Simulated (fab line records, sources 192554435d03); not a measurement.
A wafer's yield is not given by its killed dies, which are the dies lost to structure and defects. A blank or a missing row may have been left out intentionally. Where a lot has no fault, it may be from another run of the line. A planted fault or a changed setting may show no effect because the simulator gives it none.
Split-lot experiment || flow n5Finfet || route with 1938 steps; 7 lots, 39 wafers read

## ON THE SPLIT
At N5_DUMMY_GATE_ETCH_32 (etches SiO2 in CF4, target depth 3.5 nm, time 3.9 s), the setting timeS was moved away from the recipe's 3.9 s on 18 of the 39 wafers read, by -22.6% to +22.3%. For the rest of the wafers, this setting stayed at what the recipe calls for.

The reading is taken at the split's own step.

## THE READING
etch.depthNm (the simulator's own value, which no gauge read), in nm, at N5_DUMMY_GATE_ETCH_32 (etches SiO2 in CF4, target depth 3.5 nm, time 3.9 s). The file does not state a usual value for it. Across the 21 wafers here that went through the recipe, the average is 3.460 nm and the standard deviation 0.06 nm.

{"wafer": "L077.1", "tool, chamber at the split": "rieSi-06, 1", "timeS as run, s": 4.71, "against the recipe": "+20.8%", "etch.depthNm, nm": 4.092, "against lot-mates on the recipe": "+0.626"}
{"wafer": "L077.2", "tool, chamber at the split": "rieSi-06, 2", "timeS as run, s": 4.71, "against the recipe": "+20.8%", "etch.depthNm, nm": 4.146, "against lot-mates on the recipe": "+0.680"}
{"wafer": "L077.3", "tool, chamber at the split": "rieSi-06, 0", "timeS as run, s": 4.71, "against the recipe": "+20.8%", "etch.depthNm, nm": 4.312, "against lot-mates on the recipe": "+0.846"}
{"wafer": "L077.4", "tool, chamber at the split": "rieSi-06, 3", "timeS as run, s": 3.9, "against the recipe": "recipe", "etch.depthNm, nm": 3.457, "against lot-mates on the recipe": "-"}
{"wafer": "L077.5", "tool, chamber at the split": "rieSi-06, 0", "timeS as run, s": 3.9, "against the recipe": "recipe", "etch.depthNm, nm": 3.562, "against lot-mates on the recipe": "-"}
{"wafer": "L077.6", "tool, chamber at the split": "rieSi-06, 1", "timeS as run, s": 3.9, "against the recipe": "recipe", "etch.depthNm, nm": 3.379, "against lot-mates on the recipe": "-"}
{"wafer": "L079.1", "tool, chamber at the split": "rieSi-05, 1", "timeS as run, s": 4.396, "against the recipe": "+12.7%", "etch.depthNm, nm": 3.858, "against lot-mates on the recipe": "+0.389"}
{"wafer": "L079.2", "tool, chamber at the split": "rieSi-05, 3", "timeS as run, s": 4.396, "against the recipe": "+12.7%", "etch.depthNm, nm": 3.87, "against lot-mates on the recipe": "+0.401"}
{"wafer": "L079.3", "tool, chamber at the split": "rieSi-05, 2", "timeS as run, s": 3.9, "against the recipe": "recipe", "etch.depthNm, nm": 3.434, "against lot-mates on the recipe": "-"}
{"wafer": "L079.4", "tool, chamber at the split": "rieSi-05, 0", "timeS as run, s": 3.9, "against the recipe": "recipe", "etch.depthNm, nm": 3.53, "against lot-mates on the recipe": "-"}
{"wafer": "L079.5", "tool, chamber at the split": "rieSi-05, 1", "timeS as run, s": 3.9, "against the recipe": "recipe", "etch.depthNm, nm": 3.443, "against lot-mates on the recipe": "-"}
{"wafer": "L079.6", "tool, chamber at the split": "rieSi-05, 0", "timeS as run, s": 4.396, "against the recipe": "+12.7%", "etch.depthNm, nm": 3.996, "against lot-mates on the recipe": "+0.527"}
{"wafer": "L080.1", "tool, chamber at the split": "rieSi-06, 1", "timeS as run, s": 3.9, "against the recipe": "recipe", "etch.depthNm, nm": 3.374, "against lot-mates on the recipe": "-"}
{"wafer": "L080.2", "tool, chamber at the split": "rieSi-06, 2", "timeS as run, s": 3.9, "against the recipe": "recipe", "etch.depthNm, nm": 3.407, "against lot-mates on the recipe": "-"}
{"wafer": "L080.3", "tool, chamber at the split": "rieSi-06, 0", "timeS as run, s": 4.246, "against the recipe": "+8.9%", "etch.depthNm, nm": 3.89, "against lot-mates on the recipe": "+0.486"}
{"wafer": "L080.4", "tool, chamber at the split": "rieSi-06, 3", "timeS as run, s": 4.246, "against the recipe": "+8.9%", "etch.depthNm, nm": 3.756, "against lot-mates on the recipe": "+0.352"}
{"wafer": "L080.5", "tool, chamber at the split": "rieSi-06, 2", "timeS as run, s": 3.9, "against the recipe": "recipe", "etch.depthNm, nm": 3.43, "against lot-mates on the recipe": "-"}
{"wafer": "L080.6", "tool, chamber at the split": "rieSi-06, 3", "timeS as run, s": 4.246, "against the recipe": "+8.9%", "etch.depthNm, nm": 3.78, "against lot-mates on the recipe": "+0.376"}
{"wafer": "L083.1", "tool, chamber at the split": "rieSi-06, 1", "timeS as run, s": 3.9, "against the recipe": "recipe", "etch.depthNm, nm": 3.38, "against lot-mates on the recipe": "-"}
{"wafer": "L083.2", "tool, chamber at the split": "rieSi-06, 0", "timeS as run, s": 4.771, "against the recipe": "+22.3%", "etch.depthNm, nm": 4.303, "against lot-mates on the recipe": "+0.894"}
{"wafer": "L083.3", "tool, chamber at the split": "rieSi-06, 2", "timeS as run, s": 3.9, "against the recipe": "recipe", "etch.depthNm, nm": 3.42, "against lot-mates on the recipe": "-"}
{"wafer": "L083.4", "tool, chamber at the split": "rieSi-06, 3", "timeS as run, s": 3.9, "against the recipe": "recipe", "etch.depthNm, nm": 3.427, "against lot-mates on the recipe": "-"}
{"wafer": "L083.5", "tool, chamber at the split": "rieSi-06, 3", "timeS as run, s": 4.771, "against the recipe": "+22.3%", "etch.depthNm, nm": 4.161, "against lot-mates on the recipe": "+0.752"}
{"wafer": "L083.6", "tool, chamber at the split": "rieSi-06, 0", "timeS as run, s": 4.771, "against the recipe": "+22.3%", "etch.depthNm, nm": 4.334, "against lot-mates on the recipe": "+0.925"}
{"wafer": "L088.1", "tool, chamber at the split": "rieSi-04, 1,3", "timeS as run, s": 3.9, "against the recipe": "recipe", "etch.depthNm, nm": 3.541, "against lot-mates on the recipe": "-"}
{"wafer": "L088.2", "tool, chamber at the split": "rieSi-04, 1,3", "timeS as run, s": 3.9, "against the recipe": "recipe", "etch.depthNm, nm": 3.541, "against lot-mates on the recipe": "-"}
{"wafer": "L088.3", "tool, chamber at the split": "rieSi-04, 0", "timeS as run, s": 3.493, "against the recipe": "-10.4%", "etch.depthNm, nm": 3.109, "against lot-mates on the recipe": -0.427}
{"wafer": "L088.4", "tool, chamber at the split": "rieSi-04, 2", "timeS as run, s": 3.493, "against the recipe": "-10.4%", "etch.depthNm, nm": 3.184, "against lot-mates on the recipe": -0.352}
{"wafer": "L088.5", "tool, chamber at the split": "rieSi-04, 3", "timeS as run, s": 3.9, "against the recipe": "recipe", "etch.depthNm, nm": 3.525, "against lot-mates on the recipe": "-"}
{"wafer": "L088.6", "tool, chamber at the split": "rieSi-04, 0", "timeS as run, s": 3.493, "against the recipe": "-10.4%", "etch.depthNm, nm": 3.149, "against lot-mates on the recipe": -0.387}
{"wafer": "L089.1", "tool, chamber at the split": "rieSi-04, 0", "timeS as run, s": 3.019, "against the recipe": "-22.6%", "etch.depthNm, nm": 2.72, "against lot-mates on the recipe": -0.790}
{"wafer": "L089.2", "tool, chamber at the split": "rieSi-04, 1", "timeS as run, s": 3.9, "against the recipe": "recipe", "etch.depthNm, nm": 3.53, "against lot-mates on the recipe": "-"}
{"wafer": "L089.3", "tool, chamber at the split": "rieSi-04, 3", "timeS as run, s": 3.9, "against the recipe": "recipe", "etch.depthNm, nm": 3.514, "against lot-mates on the recipe": "-"}
{"wafer": "L089.4", "tool, chamber at the split": "rieSi-04, 3", "timeS as run, s": 3.019, "against the recipe": "-22.6%", "etch.depthNm, nm": 2.712, "against lot-mates on the recipe": -0.798}
{"wafer": "L089.5", "tool, chamber at the split": "rieSi-04, 0", "timeS as run, s": 3.9, "against the recipe": "recipe", "etch.depthNm, nm": 3.486, "against lot-mates on the recipe": "-"}
{"wafer": "L089.6", "tool, chamber at the split": "rieSi-04, 1", "timeS as run, s": 3.019, "against the recipe": "-22.6%", "etch.depthNm, nm": 2.736, "against lot-mates on the recipe": -0.774}
{"wafer": "L090.1", "tool, chamber at the split": "rieSi-06, 3", "timeS as run, s": 3.9, "against the recipe": "recipe", "etch.depthNm, nm": 3.475, "against lot-mates on the recipe": "-"}
{"wafer": "L090.2", "tool, chamber at the split": "rieSi-06, 1", "timeS as run, s": 3.9, "against the recipe": "recipe", "etch.depthNm, nm": 3.381, "against lot-mates on the recipe": "-"}
{"wafer": "L090.3", "tool, chamber at the split": "rieSi-06, 2", "timeS as run, s": 3.9, "against the recipe": "recipe", "etch.depthNm, nm": 3.433, "against lot-mates on the recipe": "-"}
Rows listing several chambers each stand for several wafers; the file does not say which wafer went through which chamber.

THE FIT
A straight line over all 39 wafers: etch.depthNm changes by +0.0342 nm for each +1% of timeS; r = +0.99; the points scatter about the line by 0.065 nm.
The same after taking each lot's own level away (the mean of its wafers on the recipe; 39 wafers): +0.0362 nm for each +1%; r = +0.99; scatter 0.06 nm.
On that fit, the largest move of timeS shifts the reading by 0.82 nm.
Across the lots, their own levels run from 3.4037 to 3.5357 nm, a range of 2.2 times the standard deviation given above.
The two slopes are in agreement: the lot-to-lot level therefore moves the slope only a little.
Check: -0.814 nm against its lot-mates is what the line predicts for one of the wafers moved furthest among these (-22.6%) when that wafer is left out of the fit. Against them it came out at -0.79 nm.

## OTHER SPLITS APPLIED TO THESE WAFERS
Before the reading, these wafers also passed through other splits. Each is held against what the fit with the lots' levels taken away leaves over:
{"other split on the same wafers": "N5_DUMMY_GATE_ETCH_37 sourceW", "wafers away from the commonest value": 15, "r with etch.depthNm (lot level and that fit taken away)": -0.17}
{"other split on the same wafers": "N5_DUMMY_GATE_ETCH_31 targetDepthA", "wafers away from the commonest value": 15, "r with etch.depthNm (lot level and that fit taken away)": "+0.16"}

## FILE'S OWN FIT
etch.depthNm changes by +0.0363 nm for each +1% of timeS, r = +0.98.
